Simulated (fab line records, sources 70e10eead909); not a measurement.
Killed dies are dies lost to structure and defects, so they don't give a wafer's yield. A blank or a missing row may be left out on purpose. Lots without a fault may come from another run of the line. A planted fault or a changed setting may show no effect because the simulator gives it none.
Which tool did it? | flow nand_harc | 12 lots, 36 wafers sampled, at 1 step of a route of 1302

WHAT THE GAUGES READ, wafer by wafer
NHARC_P_GATE_CD_MEAS_26: target cd 120 nm.
lot  | measured     | on        | cd_nm (nm)
L075 | day 5 10:11  | cd_sem-03 | 118.6 119.3 119.0
L077 | day 6 13:29  | cd_sem-01 | 120.6 120.2 119.9
L079 | day 7 12:01  | cd_sem-01 | 119.7 119.5 120.0
L081 | day 8 05:52  | cd_sem-03 | 120.0 119.5 120.1
L083 | day 9 02:08  | cd_sem-01 | 119.7 120.4 119.2
L085 | day 10 00:14 | cd_sem-03 | 119.8 120.4 120.0
L087 | day 10 22:44 | cd_sem-03 | 120.0 120.0 118.9
L090 | day 11 12:58 | cd_sem-01 | 119.5 119.7 120.3
L091 | day 12 06:25 | cd_sem-01 | 120.1 120.9 120.9
L093 | day 12 18:20 | cd_sem-03 | 120.3 120.5 120.6
L095 | day 13 13:10 | cd_sem-03 | 120.8 120.4 120.1
L097 | day 14 13:47 | cd_sem-02 | 119.1 119.5 119.3

WHICH TOOL RAN EACH LOT (tool, then ch and the chambers of the sampled wafers, then the start)
The record holds no process step before these readings.

THE ANSWER, worked out from the rows above alone
Rule: what is usual is taken from the lots themselves. Put in order of their means at a reading, lots are off if they are a third of the lots or fewer, leave a main group of 4 or more, and stand apart from it by a gap of 3 or more times the standard deviation of the main group's means; of several such gaps the widest counts. A main group whose means are all the same, to the digits that the tables above print for the reading, isn't used. A lot without any number at a reading at which 4 lots or more have one is off too. The other lots that the step has rows for count as sound.
No lot is off at any reading shown: from this, nothing can be told.

WHAT THE SIMULATOR HAD PUT IN
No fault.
